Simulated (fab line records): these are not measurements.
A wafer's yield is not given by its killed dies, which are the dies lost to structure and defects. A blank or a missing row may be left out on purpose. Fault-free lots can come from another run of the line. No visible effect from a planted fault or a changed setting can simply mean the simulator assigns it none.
Matching of chambers -- flow n5-finfet -- rie-si-04 running N5_FIN_SAQP_MANDREL_ETCH_22: 4 sister chambers
The step etches a-Si in HBr/Cl2, stops on SiNx, target depth 60 nm, bt time 10 s, time 30 s. 36 wafers are shown with their chamber, then 12 later ones without.

== WAFERS, EACH WITH ITS CHAMBER ==
wafer,chamber,throttle-valve-pct (%),oes-product-au (a.u.)
L074.1,0,35.2,0.757
L074.2,3,35.0,0.775
L074.5,0,35.2,0.766
L075.3,0,35.2,0.764
L075.4,2,35.0,0.795
L075.5,2,35.0,0.795
L080.2,1,35.4,0.761
L080.3,3,34.9,0.782
L080.4,2,35.0,0.788
L081.1,0,35.3,0.739
L081.3,3,35.0,0.768
L081.6,2,35.0,0.794
L082.1,1,35.4,0.763
L082.3,0,35.2,0.750
L082.4,2,35.0,0.794
L084.3,3,34.9,0.777
L084.5,3,34.9,0.765
L084.6,2,35.0,0.776
L085.1,2,35.0,0.787
L085.2,1,35.4,0.765
L085.6,1,35.4,0.776
L086.3,0,35.2,0.749
L086.4,2,35.0,0.779
L086.5,2,35.0,0.780
L088.1,0,35.2,0.740
L088.2,1,35.4,0.758
L088.5,1,35.4,0.764
L089.2,2,35.0,0.785
L089.5,1,35.4,0.788
L089.6,2,35.0,0.791
L090.4,3,34.9,0.778
L090.5,3,34.9,0.786
L090.6,0,35.2,0.752
L092.1,3,35.0,0.777
L092.2,1,35.4,0.764
L092.5,1,35.4,0.772

SIGNATURES, as means of the wafers listed above
reading,chamber 0,chamber 1,chamber 2,chamber 3,scatter within a chamber
throttle-valve-pct,35.213,35.400,35.000,34.938,0.0293
oes-product-au,0.75213,0.76789,0.78764,0.77600,0.00827
Rule: distance of a wafer from a chamber = root of the sum over the readings of ((wafer's reading minus chamber's mean) / reading's scatter) squared. If the next closest chamber is less than 2 further off than the closest, the wafer can't be placed; otherwise it belongs to the closest. The scatter: the root of (the sum of the squares of (reading less its chamber's mean) over the shown wafers, divided by (wafers less chambers)).

== WAFERS WITHOUT THEIR CHAMBER ==
wafer,throttle-valve-pct (%),oes-product-au (a.u.)
L093.1,35.0,0.772
L093.4,35.2,0.756
L093.5,35.4,0.761
L095.4,34.9,0.808
L095.5,34.9,0.794
L095.6,35.4,0.776
L096.1,35.2,0.746
L096.3,35.2,0.756
L096.5,35.2,0.767
L097.2,35.2,0.759
L097.4,35.4,0.778
L097.5,35.2,0.761

== EACH ONE'S CHAMBER ==
wafer,from the rows above,in truth
L093.1,can't be placed: 2 or 3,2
L093.4,0,0
L093.5,1,1
L095.4,can't be placed: 3 or 2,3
L095.5,can't be placed: 3 or 2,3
L095.6,1,1
L096.1,0,0
L096.3,0,0
L096.5,0,0
L097.2,0,0
L097.4,1,1
L097.5,0,0
9 of 12 placed correctly. Unplaceable from these rows: 3, with the true chamber sitting among the candidates in 3. Wrongly placed: 0.
